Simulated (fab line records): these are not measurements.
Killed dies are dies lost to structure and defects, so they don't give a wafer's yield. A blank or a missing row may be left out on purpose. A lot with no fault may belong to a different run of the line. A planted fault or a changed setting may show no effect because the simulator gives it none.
Split-lot trial / flow n5-finfet / 7 lots, 21 wafers read, on a route of 1938 steps

## THE SPLIT ITSELF
At N5_MOL_CONTACT_COAG_ALD_123 (deposits SiNx, target thk 5 nm, pulse time 1 s, purge time 2 s), the setting ald-cycles was moved away from the recipe's 100 on 7 of the 21 wafers read, by -9.0% to +16.0%. All remaining wafers had this setting at the recipe value.

## FROM THE SPLIT TO THE READING: what the file shows between them, 10 steps
- N5_MOL_CONTACT_COAG_PECVD_31: deposits SiO2 from TEOS/O2, target thk 46 nm, time 8.9 s (also split here: temp-c)
- N5_MOL_CONTACT_COAG_COAT_75: time 60 s, resist thk 60 nm
- N5_MOL_CONTACT_COAG_COAT_76: time 60 s, resist thk 10 nm
- N5_MOL_CONTACT_COAG_ETCHBACK_135: etches SiO2 in CHF3, target depth 25 nm, time 16.7 s
- N5_MOL_CONTACT_COAG_STRIP_118: strips in CHF3
- N5_MOL_CONTACT_COAG_VIA_ETCH_46: etches SiO2 in C4F6/O2, target depth 46 nm, overetch 9.2 nm, time 40 s
- N5_MOL_CONTACT_COAG_STRIP_96: strips in N2/H2
- N5_MOL_CONTACT_COAG_ETCH_47: etches SiNx in CH3F/O2, stops on W, target depth 27 nm
- N5_MOL_CONTACT_COAG_STRIP_120: strips in CHF3
- N5_MOL_CONTACT_COAG_VIA_ETCH_117: etches SiO2 in C4F6/O2, target depth 40 nm, overetch 8 nm, time 26 s

## THE READING
etch.depth-nm (the simulator's own value, which no gauge read), in nm, at N5_MOL_CONTACT_COAG_ETCH_124 (etches SiNx in CH3F/O2, stops on SiOC, target depth 6.5 nm). No usual value for it is given in the file. Across the 14 wafers here that went through the recipe, the average is 4.998 nm and the standard deviation 0.024 nm.

wafer=L081.2; tool, chamber at the split=ald-sin-01, 1,0,1; ald-cycles as run=100; against the recipe=recipe; etch.depth-nm, nm=5.022; against lot-mates on the recipe=-
wafer=L081.5; tool, chamber at the split=ald-sin-01, 1,0,1; ald-cycles as run=100; against the recipe=recipe; etch.depth-nm, nm=4.98; against lot-mates on the recipe=-
wafer=L081.6; tool, chamber at the split=ald-sin-01, 1,0,1; ald-cycles as run=100; against the recipe=recipe; etch.depth-nm, nm=5.009; against lot-mates on the recipe=-
wafer=L083.2; tool, chamber at the split=ald-sin-03, 2,3; ald-cycles as run=116; against the recipe=+16.0%; etch.depth-nm, nm=5.806; against lot-mates on the recipe=+0.804
wafer=L083.4; tool, chamber at the split=ald-sin-03, 2,3; ald-cycles as run=116; against the recipe=+16.0%; etch.depth-nm, nm=5.8; against lot-mates on the recipe=+0.798
wafer=L083.5; tool, chamber at the split=ald-sin-03, 1; ald-cycles as run=100; against the recipe=recipe; etch.depth-nm, nm=5.002; against lot-mates on the recipe=-
wafer=L085.1; tool, chamber at the split=ald-sin-04, 2,1; ald-cycles as run=100; against the recipe=recipe; etch.depth-nm, nm=5.011; against lot-mates on the recipe=-
wafer=L085.2; tool, chamber at the split=ald-sin-04, 2,1; ald-cycles as run=100; against the recipe=recipe; etch.depth-nm, nm=4.991; against lot-mates on the recipe=-
wafer=L085.6; tool, chamber at the split=ald-sin-04, 1; ald-cycles as run=106; against the recipe=+6.0%; etch.depth-nm, nm=5.269; against lot-mates on the recipe=+0.268
wafer=L086.3; tool, chamber at the split=ald-sin-03, 0; ald-cycles as run=92; against the recipe=-8.0%; etch.depth-nm, nm=4.56; against lot-mates on the recipe=-0.386
wafer=L086.5; tool, chamber at the split=ald-sin-03, 0; ald-cycles as run=92; against the recipe=-8.0%; etch.depth-nm, nm=4.583; against lot-mates on the recipe=-0.363
wafer=L086.6; tool, chamber at the split=ald-sin-03, 1; ald-cycles as run=100; against the recipe=recipe; etch.depth-nm, nm=4.946; against lot-mates on the recipe=-
wafer=L089.3; tool, chamber at the split=ald-sin-03, 0; ald-cycles as run=100; against the recipe=recipe; etch.depth-nm, nm=4.976; against lot-mates on the recipe=-
wafer=L089.5; tool, chamber at the split=ald-sin-03, 1; ald-cycles as run=92; against the recipe=-8.0%; etch.depth-nm, nm=4.581; against lot-mates on the recipe=-0.400
wafer=L089.6; tool, chamber at the split=ald-sin-03, 0; ald-cycles as run=100; against the recipe=recipe; etch.depth-nm, nm=4.986; against lot-mates on the recipe=-
wafer=L090.2; tool, chamber at the split=ald-sin-03, 1; ald-cycles as run=91; against the recipe=-9.0%; etch.depth-nm, nm=4.549; against lot-mates on the recipe=-0.438
wafer=L090.4; tool, chamber at the split=ald-sin-03, 3; ald-cycles as run=100; against the recipe=recipe; etch.depth-nm, nm=4.988; against lot-mates on the recipe=-
wafer=L090.6; tool, chamber at the split=ald-sin-03, 3; ald-cycles as run=100; against the recipe=recipe; etch.depth-nm, nm=4.985; against lot-mates on the recipe=-
wafer=L096.2; tool, chamber at the split=ald-sin-04, 3,2,1; ald-cycles as run=100; against the recipe=recipe; etch.depth-nm, nm=5.036; against lot-mates on the recipe=-
wafer=L096.3; tool, chamber at the split=ald-sin-04, 3,2,1; ald-cycles as run=100; against the recipe=recipe; etch.depth-nm, nm=5.042; against lot-mates on the recipe=-
wafer=L096.5; tool, chamber at the split=ald-sin-04, 3,2,1; ald-cycles as run=100; against the recipe=recipe; etch.depth-nm, nm=4.997; against lot-mates on the recipe=-
If several chambers appear in one row, that row covers several wafers at once and the file leaves open which wafer was in which chamber.

FIT RESULTS
A straight line over all 21 wafers: etch.depth-nm changes by +0.0507 nm for each +1% of ald-cycles; r = +1.00; the points scatter about the line by 0.023 nm.
The same after taking each lot's own level away (the mean of its wafers on the recipe; 21 wafers): +0.0492 nm for each +1%; r = +1.00; scatter 0.015 nm.
According to that fit, moving ald-cycles by its largest amount changes the reading by 0.79 nm.
Across the lots, their own levels run from 4.9460 to 5.0250 nm, a range of 3.3 times the standard deviation given above.
The two slopes agree, so the slope changes little with the lot-to-lot level.
Check: +0.78 nm against its lot-mates is what the line predicts for one of the wafers moved furthest among these (+16.0%) when that wafer is left out of the fit. It came out at +0.804 nm against them.

## ADDITIONAL SPLITS CARRIED BY THESE WAFERS
Other splits were also applied to these wafers ahead of the reading. Each is held against what the fit with the lots' levels taken away leaves over:
other split on the same wafers=N5_MOL_CONTACT_COAG_PECVD_31 temp-c; wafers away from the commonest value=7; r with etch.depth-nm (lot level and that fit taken away)=-0.28

## THE WHOLE CHAIN: every reading that the file lists as answering this split, in the file's order
step=N5_MOL_CONTACT_COAG_ALD_123; what it does=deposits SiNx, target thk 5 nm, pulse time 1 s, purge time 2 s; reading=SiNx_of_MOL_CONTACT_COAG_ALD_123.thk-nm (the simulator's own value, which no gauge read); change (the file's fit)=+0.0479 nm for each +1% of the setting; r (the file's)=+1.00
step=N5_MOL_CONTACT_COAG_ETCH_124; what it does=etches SiNx in CH3F/O2, stops on SiOC, target depth 6.5 nm; reading=etch.depth-nm (the simulator's own value, which no gauge read); change (the file's fit)=+0.049 nm for each +1% of the setting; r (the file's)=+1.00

## FILE'S OWN FIT
etch.depth-nm changes by +0.049 nm for each +1% of ald-cycles, r = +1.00.
